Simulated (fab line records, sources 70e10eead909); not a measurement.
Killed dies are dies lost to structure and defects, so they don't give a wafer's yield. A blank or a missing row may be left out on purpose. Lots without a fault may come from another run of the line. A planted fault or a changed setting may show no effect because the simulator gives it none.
Problem report in the 8D (eight disciplines) form, filled by code | flow nand_harc | the parts of the form that need people (team, actions taken, sign-off) are left out

1. THE PROBLEM
raw_defect_count at NHARC_A_SLIT_INSPECT_11 reads a mean of 306 on 6 wafers of 2 lots; wafers without a fault read 54 with a standard deviation of 28. That is +9.0 standard deviations from the usual mean.
First seen on wafer L829.1, day 22 04:45, on defect_inspect-01. The record holds 33 wafers of 11 lots with a number at this step. Rule for "out", or "out of limits": more than 4 standard deviations from the usual mean. The other wafers with a number count as sound.

2. WHAT IT IS AND WHAT IT IS NOT
question                    | is                                   | is not
which readings at this step | raw_defect_count                     | -
which lots                  | L829, L833                           | L825, L826, L838, L840, L841, L843, L844, L846, L847
which wafers of those lots  | all that have a number               | -
read on which gauges        | defect_inspect-01, defect_inspect-02 | -
when                        | from day 22 04:45                    | up to then (6 sound wafers); but 21 sound wafers of L838, L840, L841, L843, L844, L846, L847 came after

3. SUSPECTS, AND WHAT RULES EACH OUT
Counting: a tool at a process step up to the reading stays a suspect if it ran every lot that is out and no sound lot after the first of them.
- the gauge at NHARC_A_SLIT_INSPECT_11: ruled out. The wafers that are out were read on 2 gauges (defect_inspect-01, defect_inspect-02).
- rie_diel-10 at NHARC_A_STAIRCASE_ETCHBACK_422 (etches the open film in CH3F/O2, target depth 40 nm, time 74.286 s): ruled out as a lasting fault. Sound lots L838, L843, L844, L847 ran on it after its first lot that is out, L829 (day 21 14:12).
- acl_dep-02 at NHARC_A_SLIT_DEP_00 (deposits aC, target thk 6200 nm): ruled out as a lasting fault. Sound lots L843, L844, L847 ran on it after its first lot that is out, L829 (day 21 23:47).
Left after counting: nothing in the record.

4. THE CAUSE (what the simulator had put in)
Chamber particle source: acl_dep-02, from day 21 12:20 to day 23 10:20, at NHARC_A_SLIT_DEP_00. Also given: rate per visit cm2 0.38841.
Counting ruled it out, wrongly: the rule takes a fault to strike every lot that its tool runs from its start on, and this one did not.

5. THE CHAIN OF EFFECTS, in route order
Each row: a reading whose mean over the struck wafers that have a number lies more than 3 standard deviations from the usual. Only readings for which the record gives a usual standard deviation are gone through. hours: the time from each lot's start at the first step in this table that gives one to its start at this step, as a median over the lots. sigmas: the change in usual standard deviations.
hours | step                    | reading          | usual | on struck wafers | change | sigmas
0     | NHARC_A_SLIT_INSPECT_11 | raw_defect_count | 54    | 306              | +252   | +9.0
Later measuring or inspecting steps at which every struck wafer that the step has a row for has a number for every such reading, and none has moved that far: NHARC_END_SORT_01.

6. WHAT WOULD HAVE CAUGHT IT SOONER
In this record the first reading out of limits at a measuring or inspecting step was taken at day 22 04:45, 16 hours after the fault began at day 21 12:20.
Of the tool readings at NHARC_A_SLIT_DEP_00 for which the record gives a usual standard deviation, none was out on any struck wafer, so an alarm limit of 4 standard deviations on them would not have fired.
